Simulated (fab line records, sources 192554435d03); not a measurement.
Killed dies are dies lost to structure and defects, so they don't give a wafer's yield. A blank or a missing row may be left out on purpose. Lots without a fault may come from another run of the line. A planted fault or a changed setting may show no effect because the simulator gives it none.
Split-lot experiment | flow n5_finfet | 7 lots, 21 wafers read, on a route of 1938 steps

THE SPLIT
At N5_BEOL_M7_COAT_71 (time 60 s, resist thk 5 nm), the setting spin_rpm was moved away from the recipe's 1500 rpm on 6 of the 21 wafers read, by -10.5% to +9.7%. The other wafers ran this setting at the recipe's value.

FROM THE SPLIT TO THE READING: what the file shows between them, 3 steps
- N5_BEOL_M7_COAT_22: resist thk 30 nm
- N5_BEOL_M7_EBR_24
- N5_BEOL_M7_DESCUM_33: chemistry O2, time 7 s

THE READING
etch.depth_nm (the simulator's own value, which no gauge read), in nm, at N5_BEOL_M7_ETCH_72 (etches underlayer in N2/H2, target depth 6.5 nm, time 5.2 s). The file gives no usual value for it. The 15 wafers here that ran the recipe average 4.993 nm, standard deviation 0.011 nm.

wafer  | tool, chamber at the split | spin_rpm as run, rpm | against the recipe | etch.depth_nm, nm | against lot-mates on the recipe
L074.2 | litho_track-01, 0          | 1500                 | recipe             | 5.007             | -
L074.3 | litho_track-01, 0          | 1500                 | recipe             | 5.005             | -
L074.6 | litho_track-01, 0          | 1500                 | recipe             | 5.01              | -
L079.2 | litho_track-03, 0          | 1500                 | recipe             | 4.996             | -
L079.4 | litho_track-03, 0          | 1500                 | recipe             | 4.991             | -
L079.6 | litho_track-03, 0          | 1500                 | recipe             | 4.994             | -
L089.1 | litho_track-02, 0          | 1500                 | recipe             | 5.012             | -
L089.2 | litho_track-02, 0          | 1400                 | -6.7%              | 5.183             | +0.178
L089.6 | litho_track-02, 0          | 1500                 | recipe             | 4.999             | -
L084.2 | litho_track-03, 0          | 1645                 | +9.7%              | 4.776             | -0.212
L084.6 | litho_track-03, 0          | 1645                 | +9.7%              | 4.776             | -0.212
L084.3 | litho_track-03, 0          | 1500                 | recipe             | 4.988             | -
L092.1 | litho_track-01, 0          | 1500                 | recipe             | 4.984             | -
L092.3 | litho_track-01, 0          | 1343                 | -10.5%             | 5.269             | +0.283
L092.6 | litho_track-01, 0          | 1500                 | recipe             | 4.989             | -
L091.1 | litho_track-03, 0          | 1621                 | +8.1%              | 4.787             | -0.196
L091.2 | litho_track-03, 0          | 1500                 | recipe             | 4.984             | -
L091.5 | litho_track-03, 0          | 1500                 | recipe             | 4.981             | -
L096.2 | litho_track-03, 0          | 1580                 | +5.3%              | 4.859             | -0.120
L096.4 | litho_track-03, 0          | 1500                 | recipe             | 4.98              | -
L096.5 | litho_track-03, 0          | 1500                 | recipe             | 4.979             | -

THE FIT
A straight line over all 21 wafers: etch.depth_nm changes by -0.0248 nm for each +1% of spin_rpm; r = -0.99; the points scatter about the line by 0.013 nm.
The same after taking each lot's own level away (the mean of its wafers on the recipe; 21 wafers): -0.0242 nm for each +1%; r = -1.00; scatter 0.0098 nm.
On that fit, the largest move of spin_rpm shifts the reading by 0.25 nm.
The lots' own levels span 4.9795 to 5.0073 nm, that is 2.6 times the standard deviation above.
So the lot-to-lot level changes the slope little: the two slopes agree.
Check: with one of the wafers moved furthest among these (-10.5%) left out of the fit, the line predicts +0.246 nm for it against its lot-mates. It came out at +0.283 nm against them.

OTHER SPLITS ON THESE WAFERS
These wafers also went through other splits before the reading. Each is held against what the fit with the lots' levels taken away leaves over:
other split on the same wafers | wafers away from the commonest value | r with etch.depth_nm (lot level and that fit taken away)
N5_BEOL_M6_ILD_DEP_00 time_s   | 9                                    | -0.12
N5_BEOL_M6_COAT_59 spin_rpm    | 7                                    | -0.25
N5_BEOL_M7_ETCH_62 source_w    | 6                                    | +0.34

THE FILE'S OWN FIT
etch.depth_nm changes by -0.0247 nm for each +1% of spin_rpm, r = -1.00.
